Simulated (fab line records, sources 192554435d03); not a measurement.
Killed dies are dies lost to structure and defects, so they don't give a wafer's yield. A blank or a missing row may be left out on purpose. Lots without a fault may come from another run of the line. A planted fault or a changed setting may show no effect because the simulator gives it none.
Which tool did it? | flow n5_finfet | 24 lots, 72 wafers sampled, at 3 steps of a route of 1938

WHAT THE GAUGES READ, wafer by wafer
N5_BEOL_M3_OCD_MEAS_38. Usual: trench_depth_nm 56.2 nm, standard deviation 1.7.
lot  | measured     | on     | trench_depth_nm (nm) | flag
L074 | day 8 18:30  | ocd-02 | 55.6 55.5 54.6       |
L075 | day 8 22:46  | ocd-02 | 56.3 53.3 55.2       |
L076 | day 9 15:36  | ocd-01 | 57.0 56.3 59.4       |
L077 | day 9 20:56  | ocd-02 | 60.5 60.8 56.3       |
L078 | day 10 14:44 | ocd-02 | 54.7 55.5 56.0       |
L079 | day 10 10:27 | ocd-02 | 60.5 56.5 56.5       |
L080 | day 10 07:23 | ocd-02 | 54.8 54.5 54.6       |
L081 | day 10 08:38 | ocd-02 | 55.0 55.5 55.0       |
L083 | day 10 20:02 | ocd-01 | 55.9 55.8 53.0       |
L082 | day 11 05:58 | ocd-02 | 55.4 55.9 55.0       |
L084 | day 11 10:25 | ocd-02 | 54.5 53.4 56.4       |
L085 | day 11 10:37 | ocd-01 | 56.0 56.4 55.5       |
L086 | day 11 14:35 | ocd-02 | 56.9 55.5 55.9       |
L088 | day 11 18:28 | ocd-01 | 55.4 53.8 56.1       |
L089 | day 11 21:52 | ocd-01 | 54.1 55.9 56.5       |
L087 | day 12 12:43 | ocd-01 | 56.0 55.9 55.8       |
L091 | day 12 19:27 | ocd-02 | 55.8 55.6 57.6       |
L090 | day 13 06:50 | ocd-02 | 55.7 60.2 55.8       |
L092 | day 13 17:01 | ocd-02 | 55.2 57.9 55.5       |
L093 | day 13 12:04 | ocd-02 | 59.8 56.1 60.7       |
L094 | day 14 10:31 | ocd-01 | 56.9 55.5 55.4       |
L097 | day 14 18:55 | ocd-02 | 56.1 55.6 55.7       |
L095 | day 15 01:24 | ocd-01 | 56.1 60.2 57.0       |
L096 | day 15 02:41 | ocd-01 | 56.6 56.5 59.1       |

WHICH TOOL RAN EACH LOT (tool, then ch and the chambers of the sampled wafers, then the start)
lot  | N5_BEOL_M3_HM_OPEN_17             | N5_BEOL_M3_ETCH_41
L074 | rie_metal-01 ch 0,1, day 8 06:47  | rie_diel-06 ch 0,2,3, day 8 18:30 or earlier
L075 | rie_metal-02 ch 0, day 8 16:02    | rie_diel-06 ch 0,1,3, day 8 22:46 or earlier
L076 | rie_metal-03 ch 0,1, day 9 03:23  | rie_diel-03 ch 0,2,3, day 9 15:36 or earlier
L077 | rie_metal-03 ch 0,1, day 9 10:26  | rie_diel-03 ch 0,1, day 9 20:56 or earlier
L078 | rie_metal-01 ch 0, day 9 16:15    | rie_diel-06 ch 0,2, day 10 14:44 or earlier
L079 | rie_metal-01 ch 0, day 10 02:06   | rie_diel-03 ch 0,1,3, day 10 10:27 or earlier
L080 | rie_metal-01 ch 0, day 10 02:22   | rie_diel-02 ch 0,3, day 10 07:23 or earlier
L081 | rie_metal-02 ch 0,1, day 10 06:40 | rie_diel-02 ch 1,3, day 10 08:38 or earlier
L083 | rie_metal-02 ch 0,1, day 10 08:02 | rie_diel-06 ch 0,1,2, day 10 20:02 or earlier
L082 | rie_metal-02 ch 0, day 10 14:50   | rie_diel-02 ch 1,3, day 11 05:58 or earlier
L084 | rie_metal-03 ch 0,1, day 10 21:00 | rie_diel-06 ch 1,2,3, day 11 10:25 or earlier
L085 | rie_metal-02 ch 0, day 11 01:35   | rie_diel-03 ch 1,2,3, day 11 10:37 or earlier
L086 | rie_metal-01 ch 0,1, day 11 01:50 | rie_diel-02 ch 1,3, day 11 14:35 or earlier
L088 | rie_metal-03 ch 0,1, day 11 10:52 | rie_diel-06 ch 0,1,2, day 11 18:28 or earlier
L089 | rie_metal-01 ch 1, day 11 10:56   | rie_diel-06 ch 0,1, day 11 21:52 or earlier
L087 | rie_metal-02 ch 0, day 12 03:56   | rie_diel-06 ch 0,3, day 12 12:43 or earlier
L091 | rie_metal-03 ch 0,1, day 12 18:01 | rie_diel-02 ch 0,2,3, day 12 19:27 or earlier
L090 | rie_metal-02 ch 0,1, day 12 18:16 | rie_diel-03 ch 0,3, day 13 06:50 or earlier
L092 | rie_metal-01 ch 0,1, day 13 05:39 | rie_diel-06 ch 0,1,3, day 13 17:01 or earlier
L093 | rie_metal-03 ch 0,1, day 13 06:55 | rie_diel-03 ch 0,3, day 13 12:04 or earlier
L094 | rie_metal-01 ch 0,1, day 14 05:48 | rie_diel-02 ch 0,2,3, day 14 10:31 or earlier
L097 | rie_metal-01 ch 0,1, day 14 11:05 | rie_diel-02 ch 0,2,3, day 14 18:55 or earlier
L095 | rie_metal-02 ch 0,1, day 14 11:17 | rie_diel-03 ch 0,1,3, day 15 01:24 or earlier
L096 | rie_metal-01 ch 0,1, day 14 12:39 | rie_diel-03 ch 0,2,3, day 15 02:41 or earlier
- N5_BEOL_M3_HM_OPEN_17: chemistry Cl2/BCl3, target TiN, target depth 20 nm, overetch 6 nm.
- N5_BEOL_M3_ETCH_41: etches SiCN in CH3F/O2, target depth 29.9 nm, time 52.5 s.

WHAT THE TOOLS THEMSELVES READ (means of the sampled wafers that have a number; where no wafer has one, the mark that the record gives instead)
N5_BEOL_M3_HM_OPEN_17. Usual: chamber_pressure_mTorr 10.001 mTorr, standard deviation 0.0097; drypump_motor_current_A 5.7 A, standard deviation 0.45; oes_product_au 0.65 a.u., standard deviation 0.076; throttle_valve_pct 22.16 %, standard deviation 0.29.
lot  | tool         | chamber_pressure_mTorr (mTorr) | drypump_motor_current_A (A) | oes_product_au (a.u.) | throttle_valve_pct (%) | flag
L074 | rie_metal-01 | 10.005                         | 5.3                         | 0.63                  | 22.13                  |
L075 | rie_metal-02 | 9.999                          | 6.1                         | 0.60                  | 22.62                  |
L076 | rie_metal-03 | 10.007                         | 5.6                         | 0.64                  | 22.04                  |
L077 | rie_metal-03 | 9.992                          | 5.7                         | 0.65                  | 21.92                  |
L078 | rie_metal-01 | 9.999                          | 5.0                         | 0.68                  | 22.05                  |
L079 | rie_metal-01 | 10.008                         | 5.0                         | 0.67                  | 22.07                  |
L080 | rie_metal-01 | 10.001                         | 5.0                         | 0.67                  | 22.06                  |
L081 | rie_metal-02 | 10.005                         | 6.0                         | 0.54                  | 22.41                  |
L083 | rie_metal-02 | 9.999                          | 6.1                         | 0.57                  | 22.52                  |
L082 | rie_metal-02 | 10.001                         | 6.2                         | 0.60                  | 22.61                  |
L084 | rie_metal-03 | 10.005                         | 5.6                         | 0.64                  | 22.04                  |
L085 | rie_metal-02 | 9.996                          | 6.2                         | 0.59                  | 22.61                  |
L086 | rie_metal-01 | 10.002                         | 5.6                         | 0.77                  | 21.85                  |
L088 | rie_metal-03 | 9.998                          | 5.7                         | 0.64                  | 21.95                  |
L089 | rie_metal-01 | 10.002                         | 5.9                         | 0.81                  | 21.76                  |
L087 | rie_metal-02 | 10.012                         | 6.2                         | 0.59                  | 22.63                  |
L091 | rie_metal-03 | 9.995                          | 5.6                         | 0.63                  | 22.04                  |
L090 | rie_metal-02 | 9.997                          | 6.1                         | 0.65                  | 22.52                  |
L092 | rie_metal-01 | 10.001                         | 5.6                         | 0.73                  | 21.87                  |
L093 | rie_metal-03 | 10.004                         | 5.7                         | 0.63                  | 22.05                  |
L094 | rie_metal-01 | 10.006                         | 5.6                         | 0.72                  | 21.86                  |
L097 | rie_metal-01 | 10.008                         | 5.3                         | 0.68                  | 21.98                  |
L095 | rie_metal-02 | 10.004                         | 6.1                         | 0.69                  | 22.41                  |
L096 | rie_metal-01 | 10.007                         | 5.6                         | 0.71                  | 21.89                  |

N5_BEOL_M3_ETCH_41. Usual: chamber_pressure_mTorr 30.000 mTorr, standard deviation 0.028; drypump_motor_current_A 5.7 A, standard deviation 0.38; oes_product_au 0.81 a.u., standard deviation 0.084; rf_vpp_V 297.6 V, standard deviation 1.7; showerhead_plenum_p_Torr 2.01 Torr, standard deviation 0.068; throttle_valve_pct 16.22 %, standard deviation 0.22.
lot  | tool        | chamber_pressure_mTorr (mTorr) | drypump_motor_current_A (A) | oes_product_au (a.u.) | rf_vpp_V (V) | showerhead_plenum_p_Torr (Torr) | throttle_valve_pct (%) | flag
L074 | rie_diel-06 | 30.019                         | 5.6                         | 0.86                  | 297.2        | 2.01                            | 16.07                  |
L075 | rie_diel-06 | 30.002                         | 5.7                         | 0.80                  | 298.6        | 2.00                            | 16.22                  |
L076 | rie_diel-03 | 29.960                         | 5.8                         | 0.87                  | 299.0        | 2.08                            | 16.04                  |
L077 | rie_diel-03 | 29.993                         | 6.1                         | 0.79                  | 298.5        | 2.02                            | 16.21                  |
L078 | rie_diel-06 | 30.008                         | 5.9                         | 0.82                  | 297.6        | 2.03                            | 16.06                  |
L079 | rie_diel-03 | 30.038                         | 5.7                         | 0.82                  | 298.7        | 2.06                            | 16.32                  |
L080 | rie_diel-02 | 29.996                         | 5.8                         | 0.69                  | 298.2        | 2.01                            | 16.56                  |
L081 | rie_diel-02 | 29.977                         | 5.7                         | 0.75                  | 298.1        | 2.02                            | 16.24                  |
L083 | rie_diel-06 | 30.006                         | 5.6                         | 0.77                  | 298.4        | 2.04                            | 16.18                  |
L082 | rie_diel-02 | 30.011                         | 5.7                         | 0.74                  | 297.4        | 2.02                            | 16.25                  |
L084 | rie_diel-06 | 30.007                         | 5.3                         | 0.79                  | 297.2        | 2.01                            | 16.22                  |
L085 | rie_diel-03 | 29.984                         | 5.7                         | 0.81                  | 298.1        | 2.09                            | 16.37                  |
L086 | rie_diel-02 | 29.997                         | 5.6                         | 0.75                  | 296.9        | 1.97                            | 16.22                  |
L088 | rie_diel-06 | 29.999                         | 5.6                         | 0.77                  | 297.3        | 2.03                            | 16.19                  |
L089 | rie_diel-06 | 30.031                         | 6.0                         | 0.74                  | 298.2        | 2.01                            | 16.22                  |
L087 | rie_diel-06 | 30.012                         | 6.0                         | 0.81                  | 297.7        | 1.98                            | 16.17                  |
L091 | rie_diel-02 | 30.017                         | 5.7                         | 0.82                  | 296.7        | 1.96                            | 16.34                  |
L090 | rie_diel-03 | 29.995                         | 5.5                         | 0.85                  | 298.8        | 2.08                            | 16.17                  |
L092 | rie_diel-06 | 29.991                         | 5.7                         | 0.88                  | 297.2        | 1.99                            | 16.09                  |
L093 | rie_diel-03 | 29.999                         | 5.8                         | 0.82                  | 298.8        | 2.04                            | 16.07                  |
L094 | rie_diel-02 | 30.003                         | 5.8                         | 0.80                  | 295.5        | 1.96                            | 16.38                  |
L097 | rie_diel-02 | 30.003                         | 5.8                         | 0.80                  | 296.4        | 1.96                            | 16.38                  |
L095 | rie_diel-03 | 30.000                         | 5.7                         | 0.87                  | 298.0        | 2.05                            | 16.22                  |
L096 | rie_diel-03 | 30.015                         | 5.9                         | 0.82                  | 298.7        | 2.06                            | 16.12                  |

THE ANSWER, worked out from the rows above alone
Rule: a lot is off if the mean of its wafers that have a number lies more than 3 standard deviations from the usual mean. A lot without any number at a reading at which 4 lots or more have one is off too. The other lots that the step has rows for count as sound. The gauges are gone through in route order, then the tools' own readings, and for those a lot's mean is taken as printed above. The first step at which some lot is off is used, and at that step the reading that is off furthest; a lot without a number counts as furthest.
No lot is off at any reading shown: from this, nothing can be told.

WHAT THE SIMULATOR HAD PUT IN
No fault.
